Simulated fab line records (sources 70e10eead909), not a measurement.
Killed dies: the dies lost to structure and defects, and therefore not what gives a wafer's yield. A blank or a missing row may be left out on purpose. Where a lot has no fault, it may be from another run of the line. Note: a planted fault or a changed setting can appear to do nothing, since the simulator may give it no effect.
Matching of chambers + flow nand harc + 4 sister chambers for NHARC_A_STAIRCASE_ETCH_253 on rie diel-13
The step etches the open film in C4F8/O2, target depth 50 nm, time 20.2 s. 4 wafers are shown with their chamber, then 8 later ones without.

== EACH WAFER AND ITS CHAMBER ==
| wafer  | chamber | rf vpp V (V) |
|--------|---------|--------------|
| L082.4 | 3       | 888          |
| L087.4 | 0       | 895          |
| L089.6 | 1       | 891          |
| L091.1 | 2       | 903          |

== WAFERS WITH NO CHAMBER GIVEN ==
| wafer  | rf vpp V (V) |
|--------|--------------|
| L091.3 | 890          |
| L091.5 | 897          |
| L094.1 | 889          |
| L094.3 | 887          |
| L094.5 | 895          |
| L095.1 | 905          |
| L095.4 | 891          |
| L095.6 | 888          |

== THE CHAMBER EACH PASSED THROUGH ==
| wafer  | from the rows above     | in truth                   |
|--------|-------------------------|----------------------------|
| L091.3 | can't be placed: 1 or 3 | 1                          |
| L091.5 | 0                       | 0                          |
| L094.1 | can't be placed: 3 or 1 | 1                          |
| L094.3 | 3                       | 3                          |
| L094.5 | 0                       | 0                          |
| L095.1 | 2                       | 2                          |
| L095.4 | 1                       | 1                          |
| L095.6 | 3                       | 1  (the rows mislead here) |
5 of 8 placed correctly. From these rows, 2 cannot be placed; in 2 the true chamber is one of the candidates. 1 placed wrongly.
How it was worked out, from the rows above alone: a wafer's distance from a chamber is the root of the sum, over the readings, of the square of ((its reading less the chamber's mean) divided by the reading's scatter). The wafer belongs to the nearest chamber; if the next one is less than 2 further off, it can't be placed. A chamber's mean is the mean of its shown wafers. The scatter: root of mean squared gap, hidden wafer to nearest shown wafer, with one shown wafer a chamber.
